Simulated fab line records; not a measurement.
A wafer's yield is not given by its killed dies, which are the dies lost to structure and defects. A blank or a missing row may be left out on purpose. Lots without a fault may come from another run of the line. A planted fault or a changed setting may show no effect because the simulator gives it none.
Matching of chambers / flow n5Finfet / pecvd-02 running N5_ZERO_LAYER_PECVD_02: 3 sister chambers
The step deposits SiO2 from SiH4/N2O, target thk 10 nm, time 6 s. 20 wafers are shown with their chamber, then 10 later ones without.

== EACH WAFER AND ITS CHAMBER ==
wafer=L079.1; chamber=0; showerheadPlenumPTorr (Torr)=8.07; heaterPowerW (W)=648
wafer=L079.2; chamber=1; showerheadPlenumPTorr (Torr)=8.26; heaterPowerW (W)=1022
wafer=L079.4; chamber=1; showerheadPlenumPTorr (Torr)=8.25; heaterPowerW (W)=1043
wafer=L084.3; chamber=1; showerheadPlenumPTorr (Torr)=8.24; heaterPowerW (W)=901
wafer=L084.5; chamber=0; showerheadPlenumPTorr (Torr)=8.06; heaterPowerW (W)=713
wafer=L084.6; chamber=2; showerheadPlenumPTorr (Torr)=7.99; heaterPowerW (W)=755
wafer=L085.2; chamber=1; showerheadPlenumPTorr (Torr)=8.23; heaterPowerW (W)=959
wafer=L085.4; chamber=0; showerheadPlenumPTorr (Torr)=8.07; heaterPowerW (W)=675
wafer=L085.5; chamber=2; showerheadPlenumPTorr (Torr)=7.99; heaterPowerW (W)=861
wafer=L087.3; chamber=2; showerheadPlenumPTorr (Torr)=8.01; heaterPowerW (W)=859
wafer=L087.4; chamber=1; showerheadPlenumPTorr (Torr)=8.25; heaterPowerW (W)=879
wafer=L087.6; chamber=0; showerheadPlenumPTorr (Torr)=8.07; heaterPowerW (W)=681
wafer=L089.4; chamber=2; showerheadPlenumPTorr (Torr)=8.00; heaterPowerW (W)=783
wafer=L089.5; chamber=0; showerheadPlenumPTorr (Torr)=8.10; heaterPowerW (W)=671
wafer=L089.6; chamber=1; showerheadPlenumPTorr (Torr)=8.26; heaterPowerW (W)=969
wafer=L091.1; chamber=1; showerheadPlenumPTorr (Torr)=8.27; heaterPowerW (W)=1000
wafer=L091.2; chamber=0; showerheadPlenumPTorr (Torr)=8.08; heaterPowerW (W)=606
wafer=L091.3; chamber=0; showerheadPlenumPTorr (Torr)=8.06; heaterPowerW (W)=583
wafer=L092.3; chamber=0; showerheadPlenumPTorr (Torr)=8.07; heaterPowerW (W)=682
wafer=L092.5; chamber=0; showerheadPlenumPTorr (Torr)=8.10; heaterPowerW (W)=675

SIGNATURES (averages over the wafers above)
reading=showerheadPlenumPTorr; chamber 0=8.0756; chamber 1=8.2514; chamber 2=7.9975; scatter within a chamber=0.0137
reading=heaterPowerW; chamber 0=659.33; chamber 1=967.57; chamber 2=814.50; scatter within a chamber=50.9
Rule: a wafer's distance from a chamber is the root of the sum, over the readings, of the square of ((its reading less the chamber's mean) divided by the reading's scatter). The wafer belongs to the nearest chamber; if the next one is less than 2 further off, it can't be placed. The scatter: take each reading less its chamber's mean, square it, sum over the shown wafers, divide by the number of wafers less the number of chambers, and take the root.

== WAFERS MISSING THEIR CHAMBER ==
wafer=L092.6; showerheadPlenumPTorr (Torr)=8.25; heaterPowerW (W)=960
wafer=L094.1; showerheadPlenumPTorr (Torr)=8.02; heaterPowerW (W)=782
wafer=L094.4; showerheadPlenumPTorr (Torr)=8.06; heaterPowerW (W)=640
wafer=L094.6; showerheadPlenumPTorr (Torr)=8.00; heaterPowerW (W)=772
wafer=L095.1; showerheadPlenumPTorr (Torr)=8.24; heaterPowerW (W)=1038
wafer=L095.3; showerheadPlenumPTorr (Torr)=8.08; heaterPowerW (W)=623
wafer=L095.4; showerheadPlenumPTorr (Torr)=8.00; heaterPowerW (W)=842
wafer=L096.2; showerheadPlenumPTorr (Torr)=7.99; heaterPowerW (W)=767
wafer=L096.4; showerheadPlenumPTorr (Torr)=8.25; heaterPowerW (W)=859
wafer=L096.6; showerheadPlenumPTorr (Torr)=8.07; heaterPowerW (W)=669

== CHAMBER TAKEN BY EACH ==
wafer=L092.6; from the rows above=1; in truth=1
wafer=L094.1; from the rows above=2; in truth=2
wafer=L094.4; from the rows above=0; in truth=0
wafer=L094.6; from the rows above=2; in truth=2
wafer=L095.1; from the rows above=1; in truth=1
wafer=L095.3; from the rows above=0; in truth=0
wafer=L095.4; from the rows above=2; in truth=2
wafer=L096.2; from the rows above=2; in truth=2
wafer=L096.4; from the rows above=1; in truth=1
wafer=L096.6; from the rows above=0; in truth=0
Correctly placed: 10 of 10. From these rows, 0 cannot be placed. Placed wrongly: 0.
